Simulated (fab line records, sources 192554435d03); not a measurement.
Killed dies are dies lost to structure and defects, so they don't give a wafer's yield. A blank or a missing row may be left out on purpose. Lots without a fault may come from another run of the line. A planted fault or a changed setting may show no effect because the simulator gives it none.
Which tool did it? | flow n5_finfet | 24 lots, 72 wafers sampled, at 6 steps of a route of 1938

WHAT THE GAUGES READ, wafer by wafer
N5_BEOL_M8_CD_MEAS_11: target cd 38.5 nm.
lot  | measured     | on        | cd_nm (nm)
L074 | day 8 23:12  | cd_sem-03 | 38.8 38.4 38.9
L076 | day 9 11:25  | cd_sem-01 | 39.0 38.5 39.0
L075 | day 9 21:37  | cd_sem-01 | 39.4 39.8 39.4
L077 | day 10 06:22 | cd_sem-03 | 39.2 39.1 38.5
L078 | day 10 17:17 | cd_sem-03 | 38.9 38.9 38.4
L079 | day 11 03:04 | cd_sem-01 | 38.9 38.7 38.8
L080 | day 11 08:38 | cd_sem-03 | 38.7 38.0 38.4
L083 | day 11 17:32 | cd_sem-01 | 38.5 38.6 38.9
L081 | day 12 03:46 | cd_sem-02 | 38.4 38.8 38.2
L082 | day 12 06:30 | cd_sem-02 | 38.5 38.6 38.7
L084 | day 12 16:44 | cd_sem-01 | 38.9 39.1 39.2
L085 | day 12 22:06 | cd_sem-01 | 38.2 39.1 38.0
L086 | day 13 04:47 | cd_sem-03 | 38.5 38.7 37.7
L089 | day 13 06:49 | cd_sem-03 | 38.3 38.5 38.1
L087 | day 13 15:28 | cd_sem-03 | 38.9 38.8 38.7
L088 | day 13 16:56 | cd_sem-03 | 38.9 39.1 38.5
L090 | day 13 22:55 | cd_sem-01 | 38.3 38.2 38.7
L092 | day 14 02:19 | cd_sem-02 | 39.2 39.5 39.3
L093 | day 14 05:17 | cd_sem-03 | 38.5 39.1 38.8
L091 | day 14 10:09 | cd_sem-01 | 38.9 38.4 39.0
L094 | day 15 02:29 | cd_sem-02 | 38.8 38.7 38.5
L095 | day 15 03:44 | cd_sem-03 | 38.1 37.9 38.2
L097 | day 15 14:38 | cd_sem-01 | 38.7 39.0 38.0
L096 | day 16 06:18 | cd_sem-02 | 38.8 38.8 38.3

N5_BEOL_M8_RS_MEAS_57: measures by four-point-probe.
lot  | measured     | on            | M8_RS (ohm/sq)
L074 | day 9 07:55  | film_metro-01 | 0.288 0.302 0.286
L076 | day 9 18:45  | film_metro-01 | 0.276 0.293 0.284
L075 | day 10 02:13 | film_metro-02 | 0.281 0.276 0.276
L077 | day 10 13:39 | film_metro-02 | 0.288 0.277 0.286
L078 | day 11 00:55 | film_metro-01 | 0.287 0.283 0.280
L079 | day 11 10:11 | film_metro-02 | 0.292 0.290 0.284
L080 | day 11 17:50 | film_metro-02 | 0.289 0.298 0.288
L083 | day 12 01:27 | film_metro-01 | 0.287 0.295 0.289
L081 | day 12 11:06 | film_metro-02 | 0.305 0.300 0.300
L082 | day 12 11:40 | film_metro-01 | 0.298 0.290 0.288
L084 | day 12 21:07 | film_metro-02 | 0.287 0.280 0.288
L085 | day 13 04:29 | film_metro-01 | 0.299 0.282 0.295
L086 | day 13 13:21 | film_metro-01 | 0.287 0.292 0.295
L089 | day 13 12:18 | film_metro-01 | 0.293 0.284 0.291
L087 | day 13 20:29 | film_metro-01 | 0.292 0.288 0.305
L088 | day 13 22:31 | film_metro-01 | 0.275 0.302 0.288
L090 | day 14 03:46 | film_metro-02 | 0.285 0.285 0.291
L092 | day 14 07:37 | film_metro-01 | 0.297 0.295 0.288
L093 | day 14 09:23 | film_metro-01 | 0.301 0.301 0.300
L091 | day 14 14:46 | film_metro-02 | 0.276 0.281 0.282
L094 | day 15 08:27 | film_metro-02 | 0.294 0.281 0.298
L095 | day 15 08:32 | film_metro-02 | 0.292 0.294 0.295
L097 | day 15 20:19 | film_metro-01 | 0.288 0.281 0.286
L096 | day 16 14:13 | film_metro-01 | 0.294 0.295 0.300

N5_BEOL_M9_INSPECT_13: inspects for defects (brightfield).
lot  | measured     | on                | raw_defect_count
L074 | day 9 09:42  | defect_inspect-01 | 394 269 388
L076 | day 9 20:42  | defect_inspect-02 | 448 383 446
L075 | day 10 06:23 | defect_inspect-02 | 519 542 621
L077 | day 10 16:50 | defect_inspect-02 | 268 286 265
L078 | day 11 02:48 | defect_inspect-01 | 229 417 499
L079 | day 11 13:12 | defect_inspect-01 | 434 513 468
L080 | day 11 21:20 | defect_inspect-02 | 657 534 538
L083 | day 12 04:04 | defect_inspect-02 | 349 440 385
L081 | day 12 13:20 | defect_inspect-01 | 305 363 540
L082 | day 12 13:34 | defect_inspect-01 | 436 418 374
L084 | day 12 22:49 | defect_inspect-01 | 461 505 363
L085 | day 13 06:07 | defect_inspect-01 | 370 280 371
L086 | day 13 15:55 | defect_inspect-01 | 581 482 411
L089 | day 13 15:33 | defect_inspect-01 | 398 406 553
L087 | day 13 22:56 | defect_inspect-02 | 326 287 361
L088 | day 14 00:03 | defect_inspect-01 | 416 496 420
L090 | day 14 05:32 | defect_inspect-01 | 274 456 557
L092 | day 14 10:18 | defect_inspect-02 | 406 562 463
L093 | day 14 11:30 | defect_inspect-02 | 332 349 438
L091 | day 14 16:39 | defect_inspect-01 | 434 303 434
L094 | day 15 11:10 | defect_inspect-02 | 325 481 349
L095 | day 15 11:20 | defect_inspect-02 | 556 532 491
L097 | day 15 23:56 | defect_inspect-02 | 608 665 675
L096 | day 16 17:35 | defect_inspect-01 | 490 435 327

WHICH TOOL RAN EACH LOT (tool, then ch and the chambers of the sampled wafers, then the start)
lot  | N5_BEOL_M8_DESCUM_33               | N5_BEOL_M8_TRENCH_ETCH_37                     | N5_BEOL_M8_CURE_75
L074 | rie_diel-04 ch 0,1,2, day 9 04:08  | rie_diel-04 ch 0,1,2, day 9 04:49 or earlier  | uv_cure-02 ch 0, day 9 04:49
L076 | rie_diel-01 ch 0,1,2, day 9 14:11  | rie_diel-01 ch 0,1,2, day 9 15:04 or earlier  | uv_cure-02 ch 2, day 9 15:04
L075 | rie_diel-01 ch 0,3, day 9 22:44    | rie_diel-01 ch 0,3, day 9 23:31 or earlier    | uv_cure-02 ch 0, day 9 23:31
L077 | rie_diel-01 ch 1,2, day 10 08:47   | rie_diel-01 ch 1,2, day 10 09:34 or earlier   | uv_cure-03 ch 0, day 10 09:34
L078 | rie_diel-01 ch 0,1,2, day 10 21:38 | rie_diel-01 ch 0,1,2, day 10 22:16 or earlier | uv_cure-02 ch 2, day 10 22:16
L079 | rie_diel-04 ch 0,3, day 11 07:13   | rie_diel-04 ch 0,3, day 11 07:54 or earlier   | uv_cure-02 ch 1, day 11 07:54
L080 | rie_diel-02 ch 0,1,3, day 11 13:49 | rie_diel-02 ch 0,1,3, day 11 14:29 or earlier | uv_cure-02 ch 1, day 11 14:29
L083 | rie_diel-01 ch 1,3, day 11 21:00   | rie_diel-01 ch 1,3, day 11 21:40 or earlier   | uv_cure-02 ch 0, day 11 21:40
L081 | rie_diel-02 ch 1,3, day 12 07:21   | rie_diel-02 ch 1,3, day 12 08:05 or earlier   | uv_cure-01 ch 1, day 12 08:05
L082 | rie_diel-01 ch 1,2, day 12 08:13   | rie_diel-01 ch 1,2, day 12 08:53 or earlier   | uv_cure-02 ch 2, day 12 08:53
L084 | rie_diel-01 ch 2,3, day 12 17:53   | rie_diel-01 ch 2,3, day 12 18:33 or earlier   | uv_cure-01 ch 0, day 12 18:33
L085 | rie_diel-02 ch 0,1,3, day 13 00:03 | rie_diel-02 ch 0,1,3, day 13 00:41 or earlier | uv_cure-02 ch 2, day 13 00:41
L086 | rie_diel-01 ch 0,3, day 13 09:28   | rie_diel-01 ch 0,3, day 13 10:15 or earlier   | uv_cure-01 ch 0, day 13 10:15
L089 | rie_diel-01 ch 2,3, day 13 09:04   | rie_diel-01 ch 2,3, day 13 09:49 or earlier   | uv_cure-01 ch 0, day 13 09:49
L087 | rie_diel-02 ch 1,3, day 13 17:51   | rie_diel-02 ch 1,3, day 13 18:31 or earlier   | uv_cure-03 ch 0, day 13 18:31
L088 | rie_diel-02 ch 0,2,3, day 13 18:14 | rie_diel-02 ch 0,2,3, day 13 18:55 or earlier | uv_cure-03 ch 1, day 13 18:55
L090 | rie_diel-01 ch 0,1,2, day 14 01:16 | rie_diel-01 ch 0,1,2, day 14 01:57 or earlier | uv_cure-01 ch 1, day 14 01:57
L092 | rie_diel-02 ch 1,2, day 14 04:08   | rie_diel-02 ch 1,2, day 14 04:49 or earlier   | uv_cure-03 ch 0, day 14 04:49
L093 | rie_diel-02 ch 1,3, day 14 06:27   | rie_diel-02 ch 1,3, day 14 07:05 or earlier   | uv_cure-03 ch 2, day 14 07:05
L091 | rie_diel-01 ch 0,1,3, day 14 11:10 | rie_diel-01 ch 0,1,3, day 14 11:48 or earlier | uv_cure-03 ch 0, day 14 11:48
L094 | rie_diel-04 ch 0,2,3, day 15 05:04 | rie_diel-04 ch 0,2,3, day 15 05:46 or earlier | uv_cure-02 ch 2, day 15 05:46
L095 | rie_diel-04 ch 0,2, day 15 05:28   | rie_diel-04 ch 0,2, day 15 06:08 or earlier   | uv_cure-02 ch 1, day 15 06:08
L097 | rie_diel-04 ch 0,2,3, day 15 15:48 | rie_diel-04 ch 0,2,3, day 15 16:25 or earlier | uv_cure-01 ch 1, day 15 16:25
L096 | rie_diel-04 ch 1,2,3, day 16 10:08 | rie_diel-04 ch 1,2,3, day 16 11:01 or earlier | uv_cure-02 ch 0, day 16 11:01
- N5_BEOL_M8_DESCUM_33: chemistry O2, time 7 s.
- N5_BEOL_M8_TRENCH_ETCH_37: etches SiCOH lowk in C4F6/O2, target depth 93.478 nm, time 31.2 s.
- N5_BEOL_M8_CURE_75: cures SiCOH lowk, time 120 s.

WHAT THE TOOLS THEMSELVES READ (means of the sampled wafers that have a number; where no wafer has one, the mark that the record gives instead)
N5_BEOL_M8_DESCUM_33.
lot  | tool        | drypump_motor_current_A (A) | oes_product_au (a.u.) | rf_vpp_V (V) | showerhead_plenum_p_Torr (Torr) | throttle_valve_pct (%)
L074 | rie_diel-04 | 5.5                         | 0.82                  | 242.8        | 2.08                            | 20.49
L076 | rie_diel-01 | 5.7                         | 0.79                  | 244.2        | 2.19                            | 20.30
L075 | rie_diel-01 | 5.6                         | 0.86                  | 243.3        | 2.09                            | 20.25
L077 | rie_diel-01 | 6.0                         | 0.73                  | 243.5        | 2.17                            | 20.39
L078 | rie_diel-01 | 5.8                         | 0.79                  | 243.7        | 2.19                            | 20.31
L079 | rie_diel-04 | 5.7                         | 0.74                  | 243.0        | 2.08                            | 20.59
L080 | rie_diel-02 | 5.2                         | 0.73                  | 244.3        | 2.13                            | 20.64
L083 | rie_diel-01 | 5.8                         | 0.79                  | 242.4        | 2.07                            | 20.35
L081 | rie_diel-02 | 4.9                         | 0.74                  | 244.0        | 2.13                            | 20.48
L082 | rie_diel-01 | 5.9                         | 0.72                  | 245.0        | 2.16                            | 20.42
L084 | rie_diel-01 | 5.8                         | 0.84                  | 242.3        | 2.09                            | 20.32
L085 | rie_diel-02 | 5.2                         | 0.82                  | 244.0        | 2.13                            | 20.54
L086 | rie_diel-01 | 5.6                         | 0.83                  | 244.0        | 2.09                            | 20.28
L089 | rie_diel-01 | 6.0                         | 0.83                  | 244.3        | 2.15                            | 20.34
L087 | rie_diel-02 | 5.0                         | 0.73                  | 243.9        | 2.13                            | 20.50
L088 | rie_diel-02 | 5.4                         | 0.77                  | 244.1        | 2.12                            | 20.46
L090 | rie_diel-01 | 5.8                         | 0.87                  | 244.9        | 2.18                            | 20.23
L092 | rie_diel-02 | 5.0                         | 0.74                  | 242.8        | 2.08                            | 20.63
L093 | rie_diel-02 | 5.0                         | 0.71                  | 244.1        | 2.13                            | 20.50
L091 | rie_diel-01 | 5.6                         | 0.86                  | 243.3        | 2.12                            | 20.23
L094 | rie_diel-04 | 5.6                         | 0.84                  | 243.5        | 2.09                            | 20.45
L095 | rie_diel-04 | 5.6                         | 0.88                  | 242.8        | 2.07                            | 20.36
L097 | rie_diel-04 | 5.6                         | 0.84                  | 242.8        | 2.09                            | 20.45
L096 | rie_diel-04 | 5.5                         | 0.79                  | 242.8        | 2.08                            | 20.53

N5_BEOL_M8_TRENCH_ETCH_37.
lot  | tool        | C4F6_flow_sccm (sccm) | drypump_motor_current_A (A) | mfc_ar_sccm (sccm) | oes_ar_750_au (a.u.) | oes_product_au (a.u.) | rf_vpp_V (V) | showerhead_plenum_p_Torr (Torr) | throttle_valve_pct (%)
L074 | rie_diel-04 | 9.99                  | 5.5                         | 300.0              | 0.81                 | 0.81                  | 656          | 2.82                            | 20.94
L076 | rie_diel-01 | 10.00                 | 5.8                         | 299.5              | 0.79                 | 0.80                  | 677          | 2.98                            | 20.80
L075 | rie_diel-01 | 10.01                 | 5.6                         | 300.1              | 0.86                 | 0.86                  | 668          | 2.84                            | 20.74
L077 | rie_diel-01 | 10.00                 | 6.0                         | 300.3              | 0.74                 | 0.74                  | 671          | 2.95                            | 20.91
L078 | rie_diel-01 | 10.01                 | 5.8                         | 299.8              | 0.79                 | 0.79                  | 678          | 2.97                            | 20.82
L079 | rie_diel-04 | 10.05                 | 5.7                         | 300.7              | 0.74                 | 0.74                  | 661          | 2.83                            | 21.02
L080 | rie_diel-02 | 9.99                  | 5.2                         | 299.5              | 0.73                 | 0.73                  | 667          | 2.90                            | 21.15
L083 | rie_diel-01 | 10.00                 | 5.8                         | 300.0              | 0.79                 | 0.78                  | 662          | 2.82                            | 20.85
L081 | rie_diel-02 | 10.02                 | 5.0                         | 300.0              | 0.74                 | 0.73                  | 668          | 2.91                            | 21.04
L082 | rie_diel-01 | 9.99                  | 5.9                         | 299.6              | 0.72                 | 0.72                  | 673          | 2.94                            | 20.94
L084 | rie_diel-01 | 10.01                 | 5.8                         | 299.9              | 0.84                 | 0.84                  | 664          | 2.84                            | 20.76
L085 | rie_diel-02 | 9.98                  | 5.2                         | 299.4              | 0.82                 | 0.82                  | 666          | 2.90                            | 21.05
L086 | rie_diel-01 | 10.00                 | 5.5                         | 300.1              | 0.83                 | 0.83                  | 666          | 2.83                            | 20.77
L089 | rie_diel-01 | 9.99                  | 6.0                         | 300.5              | 0.82                 | 0.83                  | 669          | 2.91                            | 20.77
L087 | rie_diel-02 | 9.97                  | 5.0                         | 300.0              | 0.73                 | 0.72                  | 667          | 2.90                            | 21.05
L088 | rie_diel-02 | 10.00                 | 5.4                         | 298.9              | 0.78                 | 0.78                  | 670          | 2.88                            | 20.94
L090 | rie_diel-01 | 9.98                  | 5.8                         | 299.7              | 0.86                 | 0.87                  | 677          | 2.96                            | 20.71
L092 | rie_diel-02 | 10.01                 | 5.0                         | 300.4              | 0.75                 | 0.74                  | 670          | 2.84                            | 21.13
L093 | rie_diel-02 | 10.03                 | 5.0                         | 300.0              | 0.73                 | 0.71                  | 668          | 2.90                            | 21.06
L091 | rie_diel-01 | 9.99                  | 5.6                         | 300.6              | 0.86                 | 0.86                  | 671          | 2.88                            | 20.74
L094 | rie_diel-04 | 10.03                 | 5.6                         | 299.8              | 0.83                 | 0.83                  | 657          | 2.84                            | 20.92
L095 | rie_diel-04 | 10.01                 | 5.6                         | 299.7              | 0.88                 | 0.88                  | 657          | 2.81                            | 20.81
L097 | rie_diel-04 | 9.99                  | 5.6                         | 299.3              | 0.83                 | 0.83                  | 657          | 2.84                            | 20.92
L096 | rie_diel-04 | 9.99                  | 5.5                         | 299.9              | 0.79                 | 0.79                  | 654          | 2.83                            | 20.99

N5_BEOL_M8_CURE_75.
lot  | tool       | lamp_power_pct (%) | wafer_temp_C_max
L074 | uv_cure-02 | 52.32              | 371.3
L076 | uv_cure-02 | 52.36              | 371.5
L075 | uv_cure-02 | 52.28              | 371.1
L077 | uv_cure-03 | 52.23              | 371.1
L078 | uv_cure-02 | 52.27              | 371.3
L079 | uv_cure-02 | 52.28              | 372.8
L080 | uv_cure-02 | 52.26              | 372.1
L083 | uv_cure-02 | 52.35              | 371.7
L081 | uv_cure-01 | 52.33              | 372.6
L082 | uv_cure-02 | 52.33              | 370.9
L084 | uv_cure-01 | 52.34              | 371.7
L085 | uv_cure-02 | 52.32              | 371.5
L086 | uv_cure-01 | 52.34              | 371.2
L089 | uv_cure-01 | 52.29              | 371.1
L087 | uv_cure-03 | 52.38              | 371.6
L088 | uv_cure-03 | 52.32              | 372.8
L090 | uv_cure-01 | 52.33              | 372.8
L092 | uv_cure-03 | 52.30              | 371.7
L093 | uv_cure-03 | 52.31              | 371.3
L091 | uv_cure-03 | 52.28              | 371.3
L094 | uv_cure-02 | 52.33              | 371.2
L095 | uv_cure-02 | 52.28              | 372.5
L097 | uv_cure-01 | 52.33              | 372.7
L096 | uv_cure-02 | 52.36              | 371.3

THE ANSWER, worked out from the rows above alone
Rule: what is usual is taken from the lots themselves. Put in order of their means at a reading, lots are off if they are a third of the lots or fewer, leave a main group of 4 or more, and stand apart from it by a gap of 3 or more times the standard deviation of the main group's means; of several such gaps the widest counts. A main group whose means are all the same, to the digits that the tables above print for the reading, isn't used. A lot without any number at a reading at which 4 lots or more have one is off too. The other lots that the step has rows for count as sound. The gauges are gone through in route order, then the tools' own readings, and for those a lot's mean is taken as printed above. The first step at which some lot is off is used, and at that step the reading that is off furthest; a lot without a number counts as furthest.
No lot is off at any reading shown: from this, nothing can be told.

WHAT THE SIMULATOR HAD PUT IN
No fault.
